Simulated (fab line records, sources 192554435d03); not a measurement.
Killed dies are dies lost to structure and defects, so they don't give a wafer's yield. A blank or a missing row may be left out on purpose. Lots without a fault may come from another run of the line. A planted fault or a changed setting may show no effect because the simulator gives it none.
Split-lot experiment | flow n5_finfet | 7 lots, 21 wafers read, on a route of 1938 steps

THE SPLIT
At N5_ZERO_LAYER_COAT_05 (resist thk 1000 nm), the setting spin_rpm was moved away from the recipe's 1500 rpm on 9 of the 21 wafers read, by -10.7% to +5.9%. The other wafers ran this setting at the recipe's value.

FROM THE SPLIT TO THE READING: what the file shows between them, 3 steps
- N5_ZERO_LAYER_EBR_07
- N5_ZERO_LAYER_SOFTBAKE_06: time 90 s
- N5_ZERO_LAYER_DESCUM_16: chemistry O2, time 7.9 s

THE READING
coat_of_ZERO_LAYER_COAT_05.thk_nm (the simulator's own value, which no gauge read), in nm, at N5_ZERO_LAYER_ETCH_17 (etches SiO2 in CF4, target depth 12 nm, time 13.3 s). The file gives no usual value for it. The 12 wafers here that ran the recipe average 972.6 nm, standard deviation 2.2 nm.

wafer  | tool, chamber at the split | spin_rpm as run, rpm | against the recipe | coat_of_ZERO_LAYER_COAT_05.thk_nm, nm | against lot-mates on the recipe
L075.3 | litho_track-05, 0          | 1500                 | recipe             | 973.6                                 | -
L075.5 | litho_track-05, 0          | 1500                 | recipe             | 973.3                                 | -
L075.6 | litho_track-05, 0          | 1500                 | recipe             | 975.4                                 | -
L080.1 | litho_track-03, 0          | 1554                 | +3.6%              | 952.2                                 | -21.7
L080.2 | litho_track-03, 0          | 1554                 | +3.6%              | 950.6                                 | -23.3
L080.4 | litho_track-03, 0          | 1500                 | recipe             | 973.9                                 | -
L081.1 | litho_track-05, 0          | 1500                 | recipe             | 971.7                                 | -
L081.4 | litho_track-05, 0          | 1546                 | +3.1%              | 954.8                                 | -16.9
L081.6 | litho_track-05, 0          | 1546                 | +3.1%              | 960.9                                 | -10.8
L087.1 | litho_track-05, 0          | 1500                 | recipe             | 971.1                                 | -
L087.3 | litho_track-05, 0          | 1500                 | recipe             | 973.7                                 | -
L087.4 | litho_track-05, 0          | 1500                 | recipe             | 975.6                                 | -
L089.2 | litho_track-03, 0          | 1500                 | recipe             | 973.4                                 | -
L089.4 | litho_track-03, 0          | 1339                 | -10.7%             | 1032                                  | +58.6
L089.5 | litho_track-03, 0          | 1339                 | -10.7%             | 1034                                  | +60.6
L090.1 | litho_track-05, 0          | 1589                 | +5.9%              | 944.9                                 | -26.9
L090.2 | litho_track-05, 0          | 1500                 | recipe             | 971.8                                 | -
L090.5 | litho_track-05, 0          | 1589                 | +5.9%              | 942.5                                 | -29.3
L094.1 | litho_track-04, 0          | 1500                 | recipe             | 970.3                                 | -
L094.5 | litho_track-04, 0          | 1500                 | recipe             | 967.5                                 | -
L094.6 | litho_track-04, 0          | 1379                 | -8.1%              | 1011                                  | +42.1

THE FIT
A straight line over all 21 wafers: coat_of_ZERO_LAYER_COAT_05.thk_nm changes by -5.34 nm for each +1% of spin_rpm; r = -0.99; the points scatter about the line by 2.8 nm.
The same after taking each lot's own level away (the mean of its wafers on the recipe; 21 wafers): -5.35 nm for each +1%; r = -1.00; scatter 2.4 nm.
On that fit, the largest move of spin_rpm shifts the reading by 57 nm.
The lots' own levels span 968.90 to 974.10 nm, that is 2.4 times the standard deviation above.
So the lot-to-lot level changes the slope little: the two slopes agree.
Check: with one of the wafers moved furthest among these (-10.7%) left out of the fit, the line predicts +57.5 nm for it against its lot-mates. It came out at +58.6 nm against them.

OTHER SPLITS ON THESE WAFERS
These wafers also went through other splits before the reading. Each is held against what the fit with the lots' levels taken away leaves over:
other split on the same wafers | wafers away from the commonest value | r with coat_of_ZERO_LAYER_COAT_05.thk_nm (lot level and that fit taken away)
N5_ZERO_LAYER_PECVD_02 time_s  | 7                                    | -0.28

THE WHOLE CHAIN: every reading that the file lists as answering this split, in the file's order
step                   | what it does                                        | reading                                                                            | change (the file's fit)              | r (the file's)
N5_ZERO_LAYER_COAT_05  | resist thk 1000 nm                                  | coat_of_ZERO_LAYER_COAT_05.thk_nm (the simulator's own value, which no gauge read) | -5.4 nm for each +1% of the setting  | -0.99
N5_ZERO_LAYER_ETCH_17  | etches SiO2 in CF4, target depth 12 nm, time 13.3 s | coat_of_ZERO_LAYER_COAT_05.thk_nm (the simulator's own value, which no gauge read) | -5.35 nm for each +1% of the setting | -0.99
N5_ZERO_LAYER_STRIP_24 | strips in O2                                        | strip_time_to_endpoint_s                                                           | withheld for each +1% of the setting | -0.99

THE FILE'S OWN FIT
coat_of_ZERO_LAYER_COAT_05.thk_nm changes by -5.35 nm for each +1% of spin_rpm, r = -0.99.
